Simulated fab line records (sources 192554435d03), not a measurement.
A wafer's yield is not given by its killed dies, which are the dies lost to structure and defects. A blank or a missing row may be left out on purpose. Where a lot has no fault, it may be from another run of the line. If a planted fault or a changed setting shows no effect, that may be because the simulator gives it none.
Matching of chambers :: flow n5-finfet :: N5_BEOL_M11_STRIP_36 on rie-diel-01 has 4 sister chambers
The step strips in N2/H2. 20 wafers are shown with their chamber, then 10 later ones without.

## EACH WAFER AND ITS CHAMBER
wafer: L076.1
chamber: 0
drypump-motor-current-A (A): 4.9
showerhead-plenum-p-Torr (Torr): 2.59
throttle-valve-pct (%): 24.1

wafer: L076.2
chamber: 2
drypump-motor-current-A (A): 5.0
showerhead-plenum-p-Torr (Torr): 2.50
throttle-valve-pct (%): 24.3

wafer: L076.3
chamber: 1
drypump-motor-current-A (A): 5.8
showerhead-plenum-p-Torr (Torr): 2.57
throttle-valve-pct (%): 23.5

wafer: L076.4
chamber: 1
drypump-motor-current-A (A): 5.9
showerhead-plenum-p-Torr (Torr): 2.57
throttle-valve-pct (%): 23.5

wafer: L076.5
chamber: 2
drypump-motor-current-A (A): 5.0
showerhead-plenum-p-Torr (Torr): 2.50
throttle-valve-pct (%): 24.4

wafer: L076.6
chamber: 0
drypump-motor-current-A (A): 4.9
showerhead-plenum-p-Torr (Torr): 2.59
throttle-valve-pct (%): 24.1

wafer: L078.1
chamber: 2
drypump-motor-current-A (A): 5.0
showerhead-plenum-p-Torr (Torr): 2.50
throttle-valve-pct (%): 24.0

wafer: L078.3
chamber: 0
drypump-motor-current-A (A): 4.9
showerhead-plenum-p-Torr (Torr): 2.58
throttle-valve-pct (%): 24.1

wafer: L078.6
chamber: 2
drypump-motor-current-A (A): 5.0
showerhead-plenum-p-Torr (Torr): 2.50
throttle-valve-pct (%): 24.0

wafer: L083.4
chamber: 1
drypump-motor-current-A (A): 5.8
showerhead-plenum-p-Torr (Torr): 2.57
throttle-valve-pct (%): 23.6

wafer: L083.5
chamber: 2
drypump-motor-current-A (A): 5.0
showerhead-plenum-p-Torr (Torr): 2.50
throttle-valve-pct (%): 24.0

wafer: L083.6
chamber: 3
drypump-motor-current-A (A): 5.4
showerhead-plenum-p-Torr (Torr): 2.42
throttle-valve-pct (%): 23.8

wafer: L082.1
chamber: 1
drypump-motor-current-A (A): 5.8
showerhead-plenum-p-Torr (Torr): 2.57
throttle-valve-pct (%): 23.5

wafer: L082.2
chamber: 2
drypump-motor-current-A (A): 5.0
showerhead-plenum-p-Torr (Torr): 2.50
throttle-valve-pct (%): 24.0

wafer: L082.4
chamber: 3
drypump-motor-current-A (A): 5.4
showerhead-plenum-p-Torr (Torr): 2.42
throttle-valve-pct (%): 23.8

wafer: L085.2
chamber: 1
drypump-motor-current-A (A): 5.8
showerhead-plenum-p-Torr (Torr): 2.56
throttle-valve-pct (%): 23.5

wafer: L085.3
chamber: 2
drypump-motor-current-A (A): 5.0
showerhead-plenum-p-Torr (Torr): 2.49
throttle-valve-pct (%): 24.0

wafer: L085.6
chamber: 2
drypump-motor-current-A (A): 5.0
showerhead-plenum-p-Torr (Torr): 2.49
throttle-valve-pct (%): 24.0

wafer: L086.1
chamber: 3
drypump-motor-current-A (A): 5.4
showerhead-plenum-p-Torr (Torr): 2.42
throttle-valve-pct (%): 23.8

wafer: L086.2
chamber: 0
drypump-motor-current-A (A): 4.9
showerhead-plenum-p-Torr (Torr): 2.58
throttle-valve-pct (%): 24.1

SIGNATURES (means of the wafers above)
reading: drypump-motor-current-A
chamber 0: 4.900
chamber 1: 5.820
chamber 2: 5.000
chamber 3: 5.400
scatter within a chamber: 0.0224

reading: showerhead-plenum-p-Torr
chamber 0: 2.5850
chamber 1: 2.5680
chamber 2: 2.4975
chamber 3: 2.4200
scatter within a chamber: 0.00454

reading: throttle-valve-pct
chamber 0: 24.100
chamber 1: 23.520
chamber 2: 24.087
chamber 3: 23.800
scatter within a chamber: 0.111
Rule: for a wafer and a chamber, the distance is found by dividing, reading by reading, the gap between the wafer's reading and the chamber's mean by the reading's scatter, squaring, summing and taking the root. If the next closest chamber is less than 2 further off than the closest, the wafer can't be placed; otherwise it belongs to the closest. The scatter: the root of (the sum of the squares of (reading less its chamber's mean) over the shown wafers, divided by (wafers less chambers)).

## WAFERS WITH NO CHAMBER GIVEN
wafer: L086.4
drypump-motor-current-A (A): 5.0
showerhead-plenum-p-Torr (Torr): 2.49
throttle-valve-pct (%): 24.0

wafer: L087.2
drypump-motor-current-A (A): 5.8
showerhead-plenum-p-Torr (Torr): 2.56
throttle-valve-pct (%): 23.6

wafer: L087.3
drypump-motor-current-A (A): 5.3
showerhead-plenum-p-Torr (Torr): 2.42
throttle-valve-pct (%): 23.8

wafer: L087.6
drypump-motor-current-A (A): 5.0
showerhead-plenum-p-Torr (Torr): 2.49
throttle-valve-pct (%): 24.0

wafer: L092.2
drypump-motor-current-A (A): 5.4
showerhead-plenum-p-Torr (Torr): 2.41
throttle-valve-pct (%): 23.8

wafer: L092.4
drypump-motor-current-A (A): 4.9
showerhead-plenum-p-Torr (Torr): 2.57
throttle-valve-pct (%): 24.1

wafer: L092.6
drypump-motor-current-A (A): 5.4
showerhead-plenum-p-Torr (Torr): 2.41
throttle-valve-pct (%): 23.8

wafer: L095.1
drypump-motor-current-A (A): 5.0
showerhead-plenum-p-Torr (Torr): 2.49
throttle-valve-pct (%): 24.0

wafer: L095.2
drypump-motor-current-A (A): 5.4
showerhead-plenum-p-Torr (Torr): 2.41
throttle-valve-pct (%): 23.8

wafer: L095.4
drypump-motor-current-A (A): 5.0
showerhead-plenum-p-Torr (Torr): 2.49
throttle-valve-pct (%): 24.0

## CHAMBER TAKEN BY EACH
wafer: L086.4
from the rows above: 2
in truth: 2

wafer: L087.2
from the rows above: 1
in truth: 1

wafer: L087.3
from the rows above: 3
in truth: 3

wafer: L087.6
from the rows above: 2
in truth: 2

wafer: L092.2
from the rows above: 3
in truth: 3

wafer: L092.4
from the rows above: 0
in truth: 0

wafer: L092.6
from the rows above: 3
in truth: 3

wafer: L095.1
from the rows above: 2
in truth: 2

wafer: L095.2
from the rows above: 3
in truth: 3

wafer: L095.4
from the rows above: 2
in truth: 2
Placed correctly: 10 of 10. From these rows, 0 cannot be placed. Number placed wrongly: 0.
